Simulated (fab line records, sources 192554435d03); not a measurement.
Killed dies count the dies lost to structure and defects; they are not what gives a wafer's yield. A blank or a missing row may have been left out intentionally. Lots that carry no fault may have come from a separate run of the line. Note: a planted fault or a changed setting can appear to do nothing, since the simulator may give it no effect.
A lot that was struck, set against a sound lot | flow n5-finfet | 15 out of 1938 route steps
Sound: wafers L386.1, L386.2, L386.4. Struck: wafer L388.2 (left out: L388.1, a lot-mate that was not struck); the cause follows at the end.
Order at every step that has rows: each side's tool, ch and its chambers, its first start. Under that, the readings that differ: sound wafers | struck wafers | difference of the means | sigmas: that difference in standard deviations of wafers without a fault.
alike: a reading whose means differ by less than 2 such deviations, as well as words and numbers matching on both sides. not compared: withheld readings; readings where some wafer has no value; bounds like >300 that might hide an equal value; numbers whose values overlap and for which the record gives no deviation.
The two part at a step that has a row with sigmas, a row that says differs or no value, or rows on one side only. Numbers that have no deviation but don't overlap get no sigmas and don't part them. A reading that every wafer of one side lacks parts them only if that side has two wafers or more.

N5_BEOL_M6_STRIP_80: strips in N2/H2, time 10 s.
  sound: rie-diel-02 ch 0,2; struck: rie-diel-06 ch 2
  reading                | sound          | struck | difference | sigmas
  oes-product-au (a.u.)  | 0.70 0.73 0.74 | 0.94   | +0.22      | +2
  throttle-valve-pct (%) | 23.9 24.0 24.0 | 23.1   | -0.9       | -3
  alike: drypump-motor-current-A, rf-vpp-V, showerhead-plenum-p-Torr
  not compared: rf-hours-counter-h
N5_BEOL_M6_OCD_MEAS_38:
  sound: ocd-01 at day 9 06:23; struck: ocd-02 at day 10 06:16
  reading              | sound          | struck | difference | sigmas
  trench-depth-nm (nm) | 91.0 93.4 92.4 | 95.7   | +3.4       | +3
then, 4 steps without rows for these wafers: N5_BEOL_M6_HM_STRIP_39 (strips TiN in peroxide tin strip, target depth 25 nm, time 158 s); N5_BEOL_M6_SRD_40 (time 30 s); N5_BEOL_M6_PRECLEAN_42 (cleans in residue remover, time 60 s); N5_BEOL_M6_SRD_43 (time 30 s).
N5_BEOL_M6_CD_MEAS_35: target cd 40 nm, target cd y 28 nm.
  sound: cd-sem-02 at day 9 06:32; struck: cd-sem-01 at day 10 06:27
  alike: cd-nm
then, 1 step without rows for these wafers: N5_BEOL_M6_CURE_75 (cures SiCOH lowk, time 120 s).
N5_BEOL_M6_DEGAS_44: time 60 s.
  sound: pvd-sputter-02 at day 9 07:21; struck: pvd-sputter-01 at day 10 08:02
  alike: heater-power-w
then, 1 step without rows for these wafers: N5_BEOL_M6_PRE_CLEAN_45 (time 30 s).
N5_BEOL_M6_ALD_77: deposits TaN, target thk 2 nm, pulse time 2 s, purge time 3 s.
  sound on ald-metal-03 ch 1,2,3, day 9 07:27; struck on ald-metal-01 ch 2, day 10 08:08
  reading               | sound          | struck | difference | sigmas
  since-wet-clean-h (h) | 1401 1401 1401 | 4502   | +3101      |
  alike: heater-power-w
N5_BEOL_M6_SURFACE_TREAT_79:
  sound: pvd-sputter-01 at day 9 07:44; struck: pvd-sputter-01 at day 10 08:31
  not compared: throttle-valve-pct
N5_BEOL_M6_CVD_78: deposits Co from CCTBA/H2, target thk 2 nm, time 142.3 s.
  sound on cvd-co-02 ch 1,2, day 9 07:48; struck on cvd-co-01 ch 2, day 10 08:35
  reading          | sound             | struck | difference | sigmas
  run-length-s (s) | 165.9 165.5 165.6 | 218.1  | +52.4      | +99 or more
  not compared: since-wet-clean-h
N5_BEOL_M6_SPUTTER_48: material Cu, target thk 10 nm, time 1.667 s.
  sound: pvd-sputter-03 at day 9 07:59; struck: pvd-sputter-03 at day 10 08:46
  alike: throttle-valve-pct
-- record jumps: 4 days separate the struck wafers' starts on either side; left off in module BEOL_M6, taken up again in module PASSIVATION, whose first shown step is the route's number 1936 --
N5_PASSIVATION_PROBE_49:
  sound: prober-01 at day 12 15:19; struck: prober-01 at day 14 04:41
  reading         | sound    | struck | difference | sigmas
  killed_at_M4_up | 14 14 18 | 31     | +16        | +3
  alike: defect-limited-yield, killed_at_M0_to_M3, killed-at-contacts, killed-at-front-end, killed-at-other, killed-dies, killed-open, killed-short, sort_bin_5_function, sort_bin_6_memory, sort-n-pass, sort-yield-pct

## WHERE THEY PART
Earliest at N5_BEOL_M6_STRIP_80; latest, in this record, at N5_PASSIVATION_PROBE_49.

WHY: the cause the simulator had injected
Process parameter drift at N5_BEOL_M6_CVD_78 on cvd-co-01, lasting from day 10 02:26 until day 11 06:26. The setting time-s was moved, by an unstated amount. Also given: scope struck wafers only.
